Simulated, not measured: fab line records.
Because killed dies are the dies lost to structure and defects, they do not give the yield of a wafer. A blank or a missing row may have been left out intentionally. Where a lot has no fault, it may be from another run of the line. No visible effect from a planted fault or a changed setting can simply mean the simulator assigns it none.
Which tool is to blame? :: flow nand_harc :: 33 wafers from 11 lots sampled at 5 of the route's 1302 steps

WHAT THE GAUGES SHOWED, per wafer
NHARC_END_SORT_01.
lot: L763
measured: day 29 07:23
on: prober-01
killed_at_array: 675 676 676
killed_at_other: 1 0 0
killed_at_periphery: 1 1 1
killed_dies: 677 677 677
killed_open: 1 4 4
killed_short: 5 4 1

lot: L765
measured: day 29 21:09
on: prober-02
killed_at_array: 672 673 672
killed_at_other: 1 1 0
killed_at_periphery: 4 3 5
killed_dies: 677 677 677
killed_open: 5 2 3
killed_short: 3 3 4

lot: L770
measured: day 32 19:56
on: prober-01
killed_at_array: 76
killed_at_other: 2
killed_at_periphery: 5
killed_dies: 83
killed_open: 7
killed_short: 3

lot: L771
measured: day 33 00:58
on: prober-02
killed_at_array: 39 42 40
killed_at_other: 0 0 0
killed_at_periphery: 6 8 8
killed_dies: 45 50 48
killed_open: 7 2 5
killed_short: 2 2 5

EACH LOT AND THE TOOL THAT RAN IT (in order: tool; ch and the chambers of the sampled wafers; start)
lot: L751
NHARC_A_CHANNEL_HOLE_D1_ETCH_26: har_etch-01 ch 0,1, day 8 11:41
NHARC_A_CHANNEL_HOLE_D1_STRIP_27: rie_diel-11 ch 0,1, day 9 16:08 or earlier
NHARC_A_CHANNEL_FILL_D1_ETCHBACK_20: rie_diel-06 ch 1,2,3, day 9 16:08
NHARC_A_CHANNEL_FILL_D1_STRIP_29: rie_diel-06 ch 0,3, day 10 12:01

lot: L757
NHARC_A_CHANNEL_HOLE_D1_ETCH_26: har_etch-01 ch 0,1, day 11 08:43
NHARC_A_CHANNEL_HOLE_D1_STRIP_27: rie_diel-11 ch 0,2,3, day 12 11:08 or earlier
NHARC_A_CHANNEL_FILL_D1_ETCHBACK_20: rie_diel-01 ch 0,1, day 12 11:08
NHARC_A_CHANNEL_FILL_D1_STRIP_29: rie_diel-06 ch 2,3, no start

lot: L759
NHARC_A_CHANNEL_HOLE_D1_ETCH_26: har_etch-01 ch 0,1, day 12 09:11
NHARC_A_CHANNEL_HOLE_D1_STRIP_27: rie_diel-11 ch 1,2,3, day 13 12:52 or earlier
NHARC_A_CHANNEL_FILL_D1_ETCHBACK_20: rie_diel-03 ch 0,1,3, day 13 12:52
NHARC_A_CHANNEL_FILL_D1_STRIP_29: rie_diel-01 ch 0,2,3, no start

lot: L760
NHARC_A_CHANNEL_HOLE_D1_ETCH_26: har_etch-02 ch 0,1, day 12 10:48
NHARC_A_CHANNEL_HOLE_D1_STRIP_27: rie_diel-11 ch 0,1,3, day 13 12:53 or earlier
NHARC_A_CHANNEL_FILL_D1_ETCHBACK_20: rie_diel-06 ch 1,2,3, day 13 12:53
NHARC_A_CHANNEL_FILL_D1_STRIP_29: rie_diel-03 ch 0,1,3, no start

lot: L763
NHARC_A_CHANNEL_HOLE_D1_ETCH_26: har_etch-02 ch 0,1, day 13 15:47
NHARC_A_CHANNEL_HOLE_D1_STRIP_27: rie_diel-11 ch 0,1, day 14 15:02 or earlier
NHARC_A_CHANNEL_FILL_D1_ETCHBACK_20: rie_diel-06 ch 0,1, day 14 15:02
NHARC_A_CHANNEL_FILL_D1_STRIP_29: rie_diel-06 ch 0,1,2, day 29 07:23 or earlier

lot: L765
NHARC_A_CHANNEL_HOLE_D1_ETCH_26: har_etch-01 ch 0,1, day 14 15:13
NHARC_A_CHANNEL_HOLE_D1_STRIP_27: rie_diel-11 ch 0,2,3, day 15 18:29 or earlier
NHARC_A_CHANNEL_FILL_D1_ETCHBACK_20: rie_diel-06 ch 1,2, day 15 18:29
NHARC_A_CHANNEL_FILL_D1_STRIP_29: rie_diel-06 ch 0,1, day 29 21:09 or earlier

lot: L770
NHARC_A_CHANNEL_HOLE_D1_ETCH_26: har_etch-01 ch 0,1, day 16 17:04
NHARC_A_CHANNEL_HOLE_D1_STRIP_27: rie_diel-11 ch 0,1,2, day 17 20:38 or earlier
NHARC_A_CHANNEL_FILL_D1_ETCHBACK_20: rie_diel-03 ch 1,2,3, day 17 20:38
NHARC_A_CHANNEL_FILL_D1_STRIP_29: rie_diel-06 ch 0,1,2, day 32 19:56 or earlier

lot: L771
NHARC_A_CHANNEL_HOLE_D1_ETCH_26: har_etch-01 ch 0,1, day 17 09:14
NHARC_A_CHANNEL_HOLE_D1_STRIP_27: rie_diel-11 ch 0,2,3, day 18 11:27 or earlier
NHARC_A_CHANNEL_FILL_D1_ETCHBACK_20: rie_diel-01 ch 0,1,3, day 18 11:27
NHARC_A_CHANNEL_FILL_D1_STRIP_29: rie_diel-01 ch 0,2,3, day 33 00:58 or earlier

lot: L773
NHARC_A_CHANNEL_HOLE_D1_ETCH_26: har_etch-01 ch 0,1, day 17 17:11
NHARC_A_CHANNEL_HOLE_D1_STRIP_27: rie_diel-11 ch 0,3, day 18 19:31 or earlier
NHARC_A_CHANNEL_FILL_D1_ETCHBACK_20: rie_diel-03 ch 2,3, day 18 19:31
NHARC_A_CHANNEL_FILL_D1_STRIP_29: rie_diel-01 ch 0,1,3, no start

lot: L772
NHARC_A_CHANNEL_HOLE_D1_ETCH_26: har_etch-02 ch 0,1, day 17 20:43
NHARC_A_CHANNEL_HOLE_D1_STRIP_27: rie_diel-11 ch 0,1,2, day 18 23:52 or earlier
NHARC_A_CHANNEL_FILL_D1_ETCHBACK_20: rie_diel-06 ch 1,2, day 18 23:52
NHARC_A_CHANNEL_FILL_D1_STRIP_29: rie_diel-06 ch 1,3, no start

lot: L774
NHARC_A_CHANNEL_HOLE_D1_ETCH_26: har_etch-02 ch 0,1, day 18 05:02
NHARC_A_CHANNEL_HOLE_D1_STRIP_27: rie_diel-11 ch 0,2, day 19 09:04 or earlier
NHARC_A_CHANNEL_FILL_D1_ETCHBACK_20: rie_diel-01 ch 0,1,3, day 19 09:04
NHARC_A_CHANNEL_FILL_D1_STRIP_29: rie_diel-01 ch 0,3, no start
- NHARC_A_CHANNEL_HOLE_D1_ETCH_26: etches the open film in C4F8/O2/Ar, time 224.1 s, target depth 300 nm.
- NHARC_A_CHANNEL_HOLE_D1_STRIP_27: strips in O2.
- NHARC_A_CHANNEL_FILL_D1_ETCHBACK_20: etches the open film in C4F8/O2/Ar, target depth 27 nm, time 13.5 s.
- NHARC_A_CHANNEL_FILL_D1_STRIP_29: strips in O2, time 20 s.

AS READ BY THE TOOLS THEMSELVES (means over the sampled wafers that have a number; for cases with no such wafer, the mark the record gives instead)
NHARC_A_CHANNEL_HOLE_D1_ETCH_26.
lot: L751
tool: har_etch-01
chamber_pressure_mTorr (mTorr): 30.002
drypump_motor_current_A (A): 6.0
showerhead_plenum_p_Torr (Torr): 3.71
throttle_valve_pct (%): 24.584

lot: L757
tool: har_etch-01
chamber_pressure_mTorr (mTorr): 29.995
drypump_motor_current_A (A): 5.7
showerhead_plenum_p_Torr (Torr): 3.63
throttle_valve_pct (%): 24.584

lot: L759
tool: har_etch-01
chamber_pressure_mTorr (mTorr): 30.009
drypump_motor_current_A (A): 6.0
showerhead_plenum_p_Torr (Torr): 3.69
throttle_valve_pct (%): 24.576

lot: L760
tool: har_etch-02
chamber_pressure_mTorr (mTorr): 29.998
drypump_motor_current_A (A): 5.3
showerhead_plenum_p_Torr (Torr): 3.52
throttle_valve_pct (%): 24.576

lot: L763
tool: har_etch-02
chamber_pressure_mTorr (mTorr): 29.985
drypump_motor_current_A (A): 5.3
showerhead_plenum_p_Torr (Torr): 3.51
throttle_valve_pct (%): 24.587

lot: L765
tool: har_etch-01
chamber_pressure_mTorr (mTorr): 30.032
drypump_motor_current_A (A): 5.7
showerhead_plenum_p_Torr (Torr): 3.60
throttle_valve_pct (%): 24.584

lot: L770
tool: har_etch-01
chamber_pressure_mTorr (mTorr): 30.002
drypump_motor_current_A (A): 5.7
showerhead_plenum_p_Torr (Torr): 3.58
throttle_valve_pct (%): 24.588

lot: L771
tool: har_etch-01
chamber_pressure_mTorr (mTorr): 29.999
drypump_motor_current_A (A): 5.7
showerhead_plenum_p_Torr (Torr): 3.57
throttle_valve_pct (%): 24.586

lot: L773
tool: har_etch-01
chamber_pressure_mTorr (mTorr): 30.028
drypump_motor_current_A (A): 5.7
showerhead_plenum_p_Torr (Torr): 3.57
throttle_valve_pct (%): 24.579

lot: L772
tool: har_etch-02
chamber_pressure_mTorr (mTorr): 29.980
drypump_motor_current_A (A): 5.3
showerhead_plenum_p_Torr (Torr): 3.87
throttle_valve_pct (%): 24.591

lot: L774
tool: har_etch-02
chamber_pressure_mTorr (mTorr): 29.997
drypump_motor_current_A (A): 5.3
showerhead_plenum_p_Torr (Torr): 3.87
throttle_valve_pct (%): 24.590

NHARC_A_CHANNEL_HOLE_D1_STRIP_27.
lot: L751
tool: rie_diel-11
chamber_pressure_mTorr (mTorr): 60.01
drypump_motor_current_A (A): 5.8
oes_product_au (a.u.): 1.000
rf_vpp_V (V): 58.3
showerhead_plenum_p_Torr (Torr): 3.51
throttle_valve_pct (%): 17.026

lot: L757
tool: rie_diel-11
chamber_pressure_mTorr (mTorr): 60.00
drypump_motor_current_A (A): 5.5
oes_product_au (a.u.): 1.003
rf_vpp_V (V): 57.5
showerhead_plenum_p_Torr (Torr): 3.51
throttle_valve_pct (%): 17.039

lot: L759
tool: rie_diel-11
chamber_pressure_mTorr (mTorr): 59.96
drypump_motor_current_A (A): 5.5
oes_product_au (a.u.): 1.005
rf_vpp_V (V): 57.8
showerhead_plenum_p_Torr (Torr): 3.58
throttle_valve_pct (%): 17.029

lot: L760
tool: rie_diel-11
chamber_pressure_mTorr (mTorr): 60.05
drypump_motor_current_A (A): 5.7
oes_product_au (a.u.): 0.994
rf_vpp_V (V): 58.7
showerhead_plenum_p_Torr (Torr): 3.53
throttle_valve_pct (%): 17.032

lot: L763
tool: rie_diel-11
chamber_pressure_mTorr (mTorr): 60.01
drypump_motor_current_A (A): 5.8
oes_product_au (a.u.): 0.998
rf_vpp_V (V): 57.3
showerhead_plenum_p_Torr (Torr): 3.58
throttle_valve_pct (%): 17.043

lot: L765
tool: rie_diel-11
chamber_pressure_mTorr (mTorr): 59.99
drypump_motor_current_A (A): 5.4
oes_product_au (a.u.): 0.993
rf_vpp_V (V): 57.2
showerhead_plenum_p_Torr (Torr): 3.51
throttle_valve_pct (%): 17.042

lot: L770
tool: rie_diel-11
chamber_pressure_mTorr (mTorr): 60.04
drypump_motor_current_A (A): 5.6
oes_product_au (a.u.): 0.991
rf_vpp_V (V): 57.7
showerhead_plenum_p_Torr (Torr): 3.55
throttle_valve_pct (%): 17.034

lot: L771
tool: rie_diel-11
chamber_pressure_mTorr (mTorr): 60.01
drypump_motor_current_A (A): 5.4
oes_product_au (a.u.): 0.994
rf_vpp_V (V): 57.5
showerhead_plenum_p_Torr (Torr): 3.51
throttle_valve_pct (%): 17.030

lot: L773
tool: rie_diel-11
chamber_pressure_mTorr (mTorr): 60.00
drypump_motor_current_A (A): 5.5
oes_product_au (a.u.): 0.992
rf_vpp_V (V): 57.0
showerhead_plenum_p_Torr (Torr): 3.49
throttle_valve_pct (%): 17.034

lot: L772
tool: rie_diel-11
chamber_pressure_mTorr (mTorr): 60.00
drypump_motor_current_A (A): 5.6
oes_product_au (a.u.): 1.007
rf_vpp_V (V): 57.4
showerhead_plenum_p_Torr (Torr): 3.55
throttle_valve_pct (%): 17.030

lot: L774
tool: rie_diel-11
chamber_pressure_mTorr (mTorr): 59.99
drypump_motor_current_A (A): 5.5
oes_product_au (a.u.): 0.985
rf_vpp_V (V): 57.3
showerhead_plenum_p_Torr (Torr): 3.47
throttle_valve_pct (%): 17.047

NHARC_A_CHANNEL_FILL_D1_ETCHBACK_20.
lot: L751
tool: rie_diel-06
bias_w (W): 1499
chamber_pressure_mTorr (mTorr): 25.003
oes_product_au (a.u.): 1.01
rf_vpp_V (V): 981

lot: L757
tool: rie_diel-01
bias_w (W): 1498
chamber_pressure_mTorr (mTorr): 24.986
oes_product_au (a.u.): 1.00
rf_vpp_V (V): 983

lot: L759
tool: rie_diel-03
bias_w (W): 1503
chamber_pressure_mTorr (mTorr): 24.975
oes_product_au (a.u.): 1.01
rf_vpp_V (V): 983

lot: L760
tool: rie_diel-06
bias_w (W): 1497
chamber_pressure_mTorr (mTorr): 24.981
oes_product_au (a.u.): 1.00
rf_vpp_V (V): 982

lot: L763
tool: rie_diel-06
bias_w (W): -
chamber_pressure_mTorr (mTorr): -
oes_product_au (a.u.): -
rf_vpp_V (V): -

lot: L765
tool: rie_diel-06
bias_w (W): -
chamber_pressure_mTorr (mTorr): -
oes_product_au (a.u.): -
rf_vpp_V (V): -

lot: L770
tool: rie_diel-03
bias_w (W): 1501
chamber_pressure_mTorr (mTorr): 25.010
oes_product_au (a.u.): 0.93
rf_vpp_V (V): 985

lot: L771
tool: rie_diel-01
bias_w (W): 1500
chamber_pressure_mTorr (mTorr): 24.991
oes_product_au (a.u.): 0.98
rf_vpp_V (V): 978

lot: L773
tool: rie_diel-03
bias_w (W): 1497
chamber_pressure_mTorr (mTorr): 25.021
oes_product_au (a.u.): 0.92
rf_vpp_V (V): 984

lot: L772
tool: rie_diel-06
bias_w (W): 1501
chamber_pressure_mTorr (mTorr): 24.970
oes_product_au (a.u.): 0.92
rf_vpp_V (V): 985

lot: L774
tool: rie_diel-01
bias_w (W): 1497
chamber_pressure_mTorr (mTorr): 25.014
oes_product_au (a.u.): 0.94
rf_vpp_V (V): 979

NHARC_A_CHANNEL_FILL_D1_STRIP_29.
lot: L751
tool: rie_diel-06
chamber_pressure_mTorr (mTorr): 60.02
drypump_motor_current_A (A): 5.50
oes_product_au (a.u.): 0.994
rf_vpp_V (V): 57.9
showerhead_plenum_p_Torr (Torr): 3.43
throttle_valve_pct (%): 17.032

lot: L757
tool: rie_diel-06
chamber_pressure_mTorr (mTorr): 59.99
drypump_motor_current_A (A): 5.55
oes_product_au (a.u.): 1.001
rf_vpp_V (V): 57.3
showerhead_plenum_p_Torr (Torr): 3.52
throttle_valve_pct (%): 17.031

lot: L759
tool: rie_diel-01
chamber_pressure_mTorr (mTorr): 60.01
drypump_motor_current_A (A): 5.73
oes_product_au (a.u.): 1.003
rf_vpp_V (V): 58.3
showerhead_plenum_p_Torr (Torr): 3.57
throttle_valve_pct (%): 17.034

lot: L760
tool: rie_diel-03
chamber_pressure_mTorr (mTorr): 59.99
drypump_motor_current_A (A): 5.87
oes_product_au (a.u.): 1.014
rf_vpp_V (V): 58.0
showerhead_plenum_p_Torr (Torr): 3.64
throttle_valve_pct (%): 17.032

lot: L763
tool: rie_diel-06
chamber_pressure_mTorr (mTorr): 60.00
drypump_motor_current_A (A): 5.74
oes_product_au (a.u.): 0.996
rf_vpp_V (V): 57.9
showerhead_plenum_p_Torr (Torr): 3.59
throttle_valve_pct (%): 17.040

lot: L765
tool: rie_diel-06
chamber_pressure_mTorr (mTorr): 59.97
drypump_motor_current_A (A): 5.74
oes_product_au (a.u.): 0.993
rf_vpp_V (V): 58.0
showerhead_plenum_p_Torr (Torr): 3.63
throttle_valve_pct (%): 17.026

lot: L770
tool: rie_diel-06
chamber_pressure_mTorr (mTorr): 60.02
drypump_motor_current_A (A): 5.73
oes_product_au (a.u.): 0.994
rf_vpp_V (V): 57.7
showerhead_plenum_p_Torr (Torr): 3.58
throttle_valve_pct (%): 17.036

lot: L771
tool: rie_diel-01
chamber_pressure_mTorr (mTorr): 60.02
drypump_motor_current_A (A): 5.75
oes_product_au (a.u.): 1.002
rf_vpp_V (V): 57.7
showerhead_plenum_p_Torr (Torr): 3.57
throttle_valve_pct (%): 17.032

lot: L773
tool: rie_diel-01
chamber_pressure_mTorr (mTorr): 59.99
drypump_motor_current_A (A): 5.65
oes_product_au (a.u.): 0.997
rf_vpp_V (V): 57.7
showerhead_plenum_p_Torr (Torr): 3.54
throttle_valve_pct (%): 17.040

lot: L772
tool: rie_diel-06
chamber_pressure_mTorr (mTorr): 60.01
drypump_motor_current_A (A): 5.56
oes_product_au (a.u.): 1.009
rf_vpp_V (V): 57.3
showerhead_plenum_p_Torr (Torr): 3.57
throttle_valve_pct (%): 17.038

lot: L774
tool: rie_diel-01
chamber_pressure_mTorr (mTorr): 59.98
drypump_motor_current_A (A): 5.86
oes_product_au (a.u.): 0.990
rf_vpp_V (V): 57.8
showerhead_plenum_p_Torr (Torr): 3.52
throttle_valve_pct (%): 17.038

THE ANSWER, worked out from the rows above alone
Rule: the lots themselves supply what counts as usual. Put in order of their means at a reading, lots are off if they are a third of the lots or fewer, leave a main group of 4 or more, and stand apart from it by a gap of 3 or more times the standard deviation of the main group's means; of several such gaps the widest counts. If all means in a main group match to the digits the tables above print for the reading, that group is not used. Also off: a lot with no number at a reading for which 4 or more lots have one. All remaining lots with rows at the step are treated as sound. After the gauges, taken in route order, come the tools' own readings; for these a lot's mean is taken, as printed above. At the first step where some lot is off, the reading lying furthest off is the one used; lots without a number count as furthest.
Off: L763, L765, at NHARC_A_CHANNEL_FILL_D1_ETCHBACK_20 (bias_w). Without a number there: L763, L765. Mean 1499 W and standard deviation 2 in the main group.
A tool fits if, at that step or a process step before it, it ran every lot that is off, and no sound lot after the first of them. NHARC_A_CHANNEL_HOLE_D1_STRIP_27 gives no start for some lots, so the hours and the order of its lots are those of NHARC_A_CHANNEL_FILL_D1_ETCHBACK_20. Not one of the candidates tried fits.

WHAT THE SIMULATOR HAD INSERTED
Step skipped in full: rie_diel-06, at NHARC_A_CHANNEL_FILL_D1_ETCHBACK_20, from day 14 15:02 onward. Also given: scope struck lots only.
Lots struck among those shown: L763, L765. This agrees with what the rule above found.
